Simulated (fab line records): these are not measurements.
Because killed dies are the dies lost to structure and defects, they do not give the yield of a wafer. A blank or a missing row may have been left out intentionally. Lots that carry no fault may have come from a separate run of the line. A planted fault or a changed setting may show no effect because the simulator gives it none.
Which tool did it? + flow nand harc + Sampling: 12 lots, 36 wafers, 5 of 1302 route steps

== WHAT EACH GAUGE READ, for each wafer ==
NHARC_END_SORT_01. Usual: killed at array 52, standard deviation 18; killed at other 0.6, standard deviation 0.83; killed at periphery 4.3, standard deviation 2.8; killed dies 57, standard deviation 19; killed open 3.4, standard deviation 2; killed short 2.5, standard deviation 1.7.
| lot  | measured     | on        | killed at array | killed at other | killed at periphery | killed dies | killed open | killed short | flag |
|------|--------------|-----------|-----------------|-----------------|---------------------|-------------|-------------|--------------|------|
| L539 | day 25 20:13 | prober-02 | 67 78 58        | 0 1 0           | 4 2 0               | 71 81 58    | 3 7 3       | 5 6 3        |      |
| L541 | day 26 06:37 | prober-01 | 61 55 66        | 0 1 0           | 5 2 2               | 66 58 68    | 6 2 2       | 3 1 5        |      |
| L549 | day 31 02:07 | prober-02 | 32 42 33        | 0 1 1           | 645 634 643         | 677 677 677 | 2 5 4       | 2 3 1        | OFF  |
| L550 | day 30 18:16 | prober-02 | 66 72 62        | 0 0 0           | 611 605 615         | 677 677 677 | 2 6 5       | 6 4 3        | OFF  |
| L551 | day 30 18:14 | prober-01 | 32 31 32        | 0 4 1           | 645 642 644         | 677 677 677 | 7 1 3       | 3 1 2        | OFF  |

== EACH LOT AND THE TOOL THAT RAN IT (in order: tool; ch and the chambers of the sampled wafers; start) ==
| lot  | NHARC_P_GATE_STRIP_95                | NHARC_P_CONTACT_ETCH_31            | NHARC_P_CONTACT_STRIP_28           | NHARC_P_CONTACT_PVD_32                  |
|------|--------------------------------------|------------------------------------|------------------------------------|-----------------------------------------|
| L534 | plasma asher-02 ch 0,1, day 5 11:21  | rie diel-04 ch 1,2,3, day 5 15:42  | rie diel-04 ch 0,1, day 5 15:53    | pvd sputter-01, no start                |
| L538 | plasma asher-01 ch 0,1, day 7 12:37  | rie diel-03 ch 0,1,2, day 7 17:00  | rie diel-04 ch 0,2, day 7 17:11    | pvd sputter-01, no start                |
| L539 | plasma asher-01 ch 1, day 7 16:41    | rie diel-03 ch 1,2,3, day 7 21:04  | rie diel-04 ch 1,2, day 7 21:17    | pvd sputter-02, day 25 20:13 or earlier |
| L541 | plasma asher-02 ch 1, day 8 10:08    | rie diel-03 ch 2,3, day 8 14:29    | rie diel-03 ch 0,1,2, day 8 14:43  | pvd sputter-01, day 26 06:37 or earlier |
| L543 | plasma asher-01 ch 0,1, day 9 07:46  | rie diel-03 ch 0,1,2, day 9 12:08  | rie diel-02 ch 0,1,3, day 9 12:20  | pvd sputter-02, no start                |
| L545 | plasma asher-02 ch 0,1, day 10 05:47 | rie diel-03 ch 0,2,3, day 10 10:10 | rie diel-02 ch 0,1,3, day 10 10:23 | pvd sputter-03, no start                |
| L547 | plasma asher-02 ch 0,1, day 11 05:07 | rie diel-02 ch 0,2,3, day 11 09:30 | rie diel-04 ch 0,2,3, day 11 09:43 | pvd sputter-01, no start                |
| L548 | plasma asher-01 ch 0,1, day 11 22:05 | rie diel-03 ch 0,3, day 12 02:20   | rie diel-02 ch 0,1,3, day 12 02:35 | pvd sputter-03, no start                |
| L549 | plasma asher-02 ch 0,1, day 11 22:32 | rie diel-04 ch 0,1, day 12 02:55   | rie diel-03 ch 1,3, day 12 03:08   | pvd sputter-01, day 31 02:07 or earlier |
| L550 | plasma asher-02 ch 0,1, day 12 11:56 | rie diel-03 ch 1,2, day 12 16:30   | rie diel-04 ch 2,3, day 12 16:42   | pvd sputter-02, day 30 18:16 or earlier |
| L551 | plasma asher-01 ch 0,1, day 12 17:43 | rie diel-04 ch 0,2,3, day 12 22:05 | rie diel-02 ch 2,3, day 12 22:18   | pvd sputter-01, day 30 18:14 or earlier |
| L557 | plasma asher-02 ch 0,1, day 15 02:14 | rie diel-04 ch 0,2,3, day 15 06:35 | rie diel-03 ch 1,2,3, day 15 06:47 | pvd sputter-02, no start                |
- NHARC_P_GATE_STRIP_95: strips in O2.
- NHARC_P_CONTACT_ETCH_31: etches the open film in CH3F/O2, target depth 30 nm, time 85.7 s.
- NHARC_P_CONTACT_STRIP_28: strips in O2.
- NHARC_P_CONTACT_PVD_32: deposits Ti, target thk 5 nm, time 17.7 s.

== AS READ BY THE TOOLS THEMSELVES (means over the sampled wafers that have a number; for cases with no such wafer, the mark the record gives instead) ==
NHARC_P_GATE_STRIP_95. Usual: drypump motor current A 5.88 A, standard deviation 0.11; heater power w 300 W, standard deviation 39; temp c 250.00 C, standard deviation 0.18.
| lot  | tool            | drypump motor current A (A) | heater power w (W) | temp c (C) | flag |
|------|-----------------|-----------------------------|--------------------|------------|------|
| L534 | plasma asher-02 | 5.96                        | 329                | 249.98     |      |
| L538 | plasma asher-01 | 5.85                        | 272                | 250.06     |      |
| L539 | plasma asher-01 | 5.68                        | 341                | 249.93     |      |
| L541 | plasma asher-02 | 6.01                        | 358                | 249.83     |      |
| L543 | plasma asher-01 | 5.77                        | 293                | 249.94     |      |
| L545 | plasma asher-02 | 5.90                        | 298                | 249.88     |      |
| L547 | plasma asher-02 | 5.97                        | 327                | 250.14     |      |
| L548 | plasma asher-01 | 5.86                        | 272                | 249.87     |      |
| L549 | plasma asher-02 | 5.97                        | 311                | 249.92     |      |
| L550 | plasma asher-02 | 5.93                        | 297                | 250.09     |      |
| L551 | plasma asher-01 | 5.78                        | 291                | 249.90     |      |
| L557 | plasma asher-02 | 5.91                        | 298                | 250.01     |      |

NHARC_P_CONTACT_ETCH_31. Usual: bias w 100.01 W, standard deviation 0.28; ch3f flow sccm 50.00 sccm, standard deviation 0.14; drypump motor current A 5.6 A, standard deviation 0.57; o2 flow sccm 30.00 sccm, standard deviation 0.093; oes product au 0.973 a.u., standard deviation 0.016; rf vpp V 244.2 V, standard deviation 1.6; showerhead plenum p Torr 2.45 Torr, standard deviation 0.098; throttle valve pct 20.664 %, standard deviation 0.0088.
| lot  | tool        | bias w (W) | ch3f flow sccm (sccm) | drypump motor current A (A) | o2 flow sccm (sccm) | oes product au (a.u.) | rf vpp V (V) | showerhead plenum p Torr (Torr) | throttle valve pct (%) | flag |
|------|-------------|------------|-----------------------|-----------------------------|---------------------|-----------------------|--------------|---------------------------------|------------------------|------|
| L534 | rie diel-04 | 100.27     | 50.09                 | 4.7                         | 29.94               | 0.957                 | 245.2        | 2.52                            | 20.670                 |      |
| L538 | rie diel-03 | 100.07     | 50.00                 | 6.0                         | 30.02               | 0.975                 | 245.1        | 2.50                            | 20.671                 |      |
| L539 | rie diel-03 | 99.83      | 50.01                 | 5.8                         | 30.04               | 0.951                 | 244.5        | 2.46                            | 20.668                 |      |
| L541 | rie diel-03 | 99.98      | 49.96                 | 5.4                         | 30.05               | 0.974                 | 244.8        | 2.46                            | 20.673                 |      |
| L543 | rie diel-03 | 100.23     | 49.90                 | 6.0                         | 30.13               | 0.981                 | 245.4        | 2.50                            | 20.661                 |      |
| L545 | rie diel-03 | 99.91      | 49.90                 | 5.6                         | 30.04               | 0.972                 | 245.3        | 2.50                            | 20.660                 |      |
| L547 | rie diel-02 | 99.99      | 50.02                 | 5.6                         | 30.10               | 0.984                 | 243.4        | 2.44                            | 20.666                 |      |
| L548 | rie diel-03 | 100.05     | 49.96                 | 5.5                         | 29.98               | 0.984                 | 244.0        | 2.46                            | 20.661                 |      |
| L549 | rie diel-04 | -          | -                     | -                           | -                   | -                     | -            | -                               | -                      | OFF  |
| L550 | rie diel-03 | -          | -                     | -                           | -                   | -                     | -            | -                               | -                      | OFF  |
| L551 | rie diel-04 | -          | -                     | -                           | -                   | -                     | -            | -                               | -                      | OFF  |
| L557 | rie diel-04 | 100.04     | 50.04                 | 5.0                         | 29.93               | 0.984                 | 243.1        | 2.42                            | 20.673                 |      |

NHARC_P_CONTACT_STRIP_28. Usual: drypump motor current A 5.5 A, standard deviation 0.62; o2 flow sccm 500.1 sccm, standard deviation 1.7; oes product au 0.996 a.u., standard deviation 0.01; rf vpp V 57.8 V, standard deviation 0.87; showerhead plenum p Torr 3.53 Torr, standard deviation 0.15; throttle valve pct 17.037 %, standard deviation 0.0093.
| lot  | tool        | drypump motor current A (A) | o2 flow sccm (sccm) | oes product au (a.u.) | rf vpp V (V) | showerhead plenum p Torr (Torr) | throttle valve pct (%) | flag |
|------|-------------|-----------------------------|---------------------|-----------------------|--------------|---------------------------------|------------------------|------|
| L534 | rie diel-04 | 5.6                         | 499.6               | 0.988                 | 57.7         | 3.51                            | 17.035                 |      |
| L538 | rie diel-04 | 5.1                         | 499.2               | 1.002                 | 56.9         | 3.40                            | 17.047                 |      |
| L539 | rie diel-04 | 4.8                         | 501.1               | 0.999                 | 57.8         | 3.64                            | 17.039                 |      |
| L541 | rie diel-03 | 6.0                         | 498.6               | 0.991                 | 58.2         | 3.59                            | 17.025                 |      |
| L543 | rie diel-02 | 5.9                         | 500.2               | 0.997                 | 57.1         | 3.49                            | 17.039                 |      |
| L545 | rie diel-02 | 5.9                         | 501.7               | 0.998                 | 57.2         | 3.49                            | 17.028                 |      |
| L547 | rie diel-04 | 5.1                         | 498.8               | 0.992                 | 57.3         | 3.48                            | 17.034                 |      |
| L548 | rie diel-02 | 5.9                         | 498.3               | 0.998                 | 57.9         | 3.49                            | 17.043                 |      |
| L549 | rie diel-03 | 5.6                         | 502.2               | 0.990                 | 56.8         | 3.40                            | 17.049                 |      |
| L550 | rie diel-04 | 4.7                         | 500.6               | 0.997                 | 58.2         | 3.49                            | 17.031                 |      |
| L551 | rie diel-02 | 5.3                         | 500.1               | 0.992                 | 57.8         | 3.42                            | 17.038                 |      |
| L557 | rie diel-03 | 5.8                         | 500.6               | 1.003                 | 57.6         | 3.52                            | 17.031                 |      |

NHARC_P_CONTACT_PVD_32. Usual: throttle valve pct 29.9 %, standard deviation 1.2.
| lot  | tool           | throttle valve pct (%) | flag |
|------|----------------|------------------------|------|
| L534 | pvd sputter-01 | 30.1                   |      |
| L538 | pvd sputter-01 | 29.9                   |      |
| L539 | pvd sputter-02 | 29.9                   |      |
| L541 | pvd sputter-01 | 30.4                   |      |
| L543 | pvd sputter-02 | 28.9                   |      |
| L545 | pvd sputter-03 | 29.5                   |      |
| L547 | pvd sputter-01 | 30.9                   |      |
| L548 | pvd sputter-03 | 29.5                   |      |
| L549 | pvd sputter-01 | 29.2                   |      |
| L550 | pvd sputter-02 | 30.4                   |      |
| L551 | pvd sputter-01 | 29.3                   |      |
| L557 | pvd sputter-02 | 30.4                   |      |

== THE ANSWER, worked out from the rows above alone ==
Rule: take the mean of a lot's wafers that have a number; if it is more than 3 standard deviations from the usual mean, the lot is off. A lot without any number at a reading at which 4 lots or more have one is off too. All remaining lots with rows at the step are treated as sound. First the gauges in route order, then the tools' own readings, where a lot's mean is used as printed above. At the first step where some lot is off, the reading lying furthest off is the one used; lots without a number count as furthest.
Off: L549, L550, L551, at NHARC_END_SORT_01 (killed at periphery). Neither off nor sound, because the step has no rows for them: L534, L538, L543, L545, L547, L548, L557.
If a tool, at a process step before that reading, ran all the lots that are off and no sound lot after the first of them, it fits. Not tried: the gauges at NHARC_END_SORT_01; whatever is off there is also off at NHARC_P_CONTACT_ETCH_31, on other tools, and gauge error can't account for it. With no start given for some of its lots, NHARC_P_CONTACT_PVD_32 uses the hours and lot order of NHARC_END_SORT_01. No candidate that was tried fits.

== WHAT THE SIMULATOR PUT IN ==
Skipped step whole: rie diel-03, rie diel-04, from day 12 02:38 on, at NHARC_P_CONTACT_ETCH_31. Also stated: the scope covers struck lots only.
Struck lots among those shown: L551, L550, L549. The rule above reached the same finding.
